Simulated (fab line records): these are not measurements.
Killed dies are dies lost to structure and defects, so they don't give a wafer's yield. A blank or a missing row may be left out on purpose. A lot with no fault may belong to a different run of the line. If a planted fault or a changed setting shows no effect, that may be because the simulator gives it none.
Chamber matching / flow n5 finfet / N5_BEOL_M6_ETCH_65 on rie diel-06 has 4 sister chambers
The step etches SiARC in CF4, target depth 15.6 nm, time 26 s. 18 wafers are shown with their chamber, then 9 later ones without.

== WAFERS PAIRED WITH THEIR CHAMBERS ==
wafer=L075.3; chamber=0; drypump motor current A (A)=6.8; showerhead plenum p Torr (Torr)=2.07; throttle valve pct (%)=15.36
wafer=L075.4; chamber=3; drypump motor current A (A)=4.9; showerhead plenum p Torr (Torr)=2.16; throttle valve pct (%)=15.65
wafer=L075.5; chamber=0; drypump motor current A (A)=6.8; showerhead plenum p Torr (Torr)=2.07; throttle valve pct (%)=15.34
wafer=L077.1; chamber=0; drypump motor current A (A)=6.8; showerhead plenum p Torr (Torr)=2.07; throttle valve pct (%)=15.35
wafer=L077.3; chamber=3; drypump motor current A (A)=4.9; showerhead plenum p Torr (Torr)=2.16; throttle valve pct (%)=15.65
wafer=L077.5; chamber=3; drypump motor current A (A)=4.9; showerhead plenum p Torr (Torr)=2.16; throttle valve pct (%)=15.64
wafer=L076.2; chamber=3; drypump motor current A (A)=4.9; showerhead plenum p Torr (Torr)=2.16; throttle valve pct (%)=15.66
wafer=L076.4; chamber=2; drypump motor current A (A)=5.9; showerhead plenum p Torr (Torr)=2.05; throttle valve pct (%)=15.50
wafer=L076.6; chamber=2; drypump motor current A (A)=5.9; showerhead plenum p Torr (Torr)=2.05; throttle valve pct (%)=15.52
wafer=L081.1; chamber=1; drypump motor current A (A)=5.7; showerhead plenum p Torr (Torr)=2.22; throttle valve pct (%)=15.93
wafer=L081.4; chamber=2; drypump motor current A (A)=5.9; showerhead plenum p Torr (Torr)=2.05; throttle valve pct (%)=15.52
wafer=L081.6; chamber=0; drypump motor current A (A)=6.8; showerhead plenum p Torr (Torr)=2.07; throttle valve pct (%)=15.40
wafer=L082.1; chamber=1; drypump motor current A (A)=5.7; showerhead plenum p Torr (Torr)=2.22; throttle valve pct (%)=15.94
wafer=L082.4; chamber=2; drypump motor current A (A)=6.0; showerhead plenum p Torr (Torr)=2.05; throttle valve pct (%)=15.52
wafer=L082.6; chamber=3; drypump motor current A (A)=4.9; showerhead plenum p Torr (Torr)=2.15; throttle valve pct (%)=15.67
wafer=L088.2; chamber=2; drypump motor current A (A)=5.9; showerhead plenum p Torr (Torr)=2.05; throttle valve pct (%)=15.55
wafer=L088.3; chamber=1; drypump motor current A (A)=5.7; showerhead plenum p Torr (Torr)=2.21; throttle valve pct (%)=15.99
wafer=L088.5; chamber=0; drypump motor current A (A)=6.8; showerhead plenum p Torr (Torr)=2.06; throttle valve pct (%)=15.42

SIGNATURES (means of the wafers above)
reading=drypump motor current A; chamber 0=6.800; chamber 1=5.700; chamber 2=5.920; chamber 3=4.900; scatter within a chamber=0.0239
reading=showerhead plenum p Torr; chamber 0=2.0680; chamber 1=2.2167; chamber 2=2.0500; chamber 3=2.1580; scatter within a chamber=0.00402
reading=throttle valve pct; chamber 0=15.3740; chamber 1=15.9533; chamber 2=15.5220; chamber 3=15.6540; scatter within a chamber=0.0248
Rule: a wafer lies at a distance from a chamber equal to the root of the sum of squares, over the readings, of (its reading less the chamber's mean, divided by the reading's scatter). The wafer belongs to the nearest chamber; if the next one is less than 2 further off, it can't be placed. The scatter: the root of (the sum of the squares of (reading less its chamber's mean) over the shown wafers, divided by (wafers less chambers)).

== WAFERS WITH NO CHAMBER GIVEN ==
wafer=L090.1; drypump motor current A (A)=5.9; showerhead plenum p Torr (Torr)=2.05; throttle valve pct (%)=15.57
wafer=L090.3; drypump motor current A (A)=4.9; showerhead plenum p Torr (Torr)=2.15; throttle valve pct (%)=15.71
wafer=L090.6; drypump motor current A (A)=6.8; showerhead plenum p Torr (Torr)=2.06; throttle valve pct (%)=15.43
wafer=L091.4; drypump motor current A (A)=5.9; showerhead plenum p Torr (Torr)=2.04; throttle valve pct (%)=15.56
wafer=L091.5; drypump motor current A (A)=5.7; showerhead plenum p Torr (Torr)=2.21; throttle valve pct (%)=15.99
wafer=L091.6; drypump motor current A (A)=6.9; showerhead plenum p Torr (Torr)=2.06; throttle valve pct (%)=15.42
wafer=L097.1; drypump motor current A (A)=4.9; showerhead plenum p Torr (Torr)=2.14; throttle valve pct (%)=15.74
wafer=L097.4; drypump motor current A (A)=5.9; showerhead plenum p Torr (Torr)=2.04; throttle valve pct (%)=15.59
wafer=L097.5; drypump motor current A (A)=5.9; showerhead plenum p Torr (Torr)=2.04; throttle valve pct (%)=15.58

== EACH ONE'S CHAMBER ==
wafer=L090.1; from the rows above=2; in truth=2
wafer=L090.3; from the rows above=3; in truth=3
wafer=L090.6; from the rows above=0; in truth=0
wafer=L091.4; from the rows above=2; in truth=2
wafer=L091.5; from the rows above=1; in truth=1
wafer=L091.6; from the rows above=0; in truth=0
wafer=L097.1; from the rows above=3; in truth=3
wafer=L097.4; from the rows above=2; in truth=2
wafer=L097.5; from the rows above=2; in truth=2
Correctly placed: 9 of 9. Left unplaced by these rows: 0. Wrongly placed: 0.
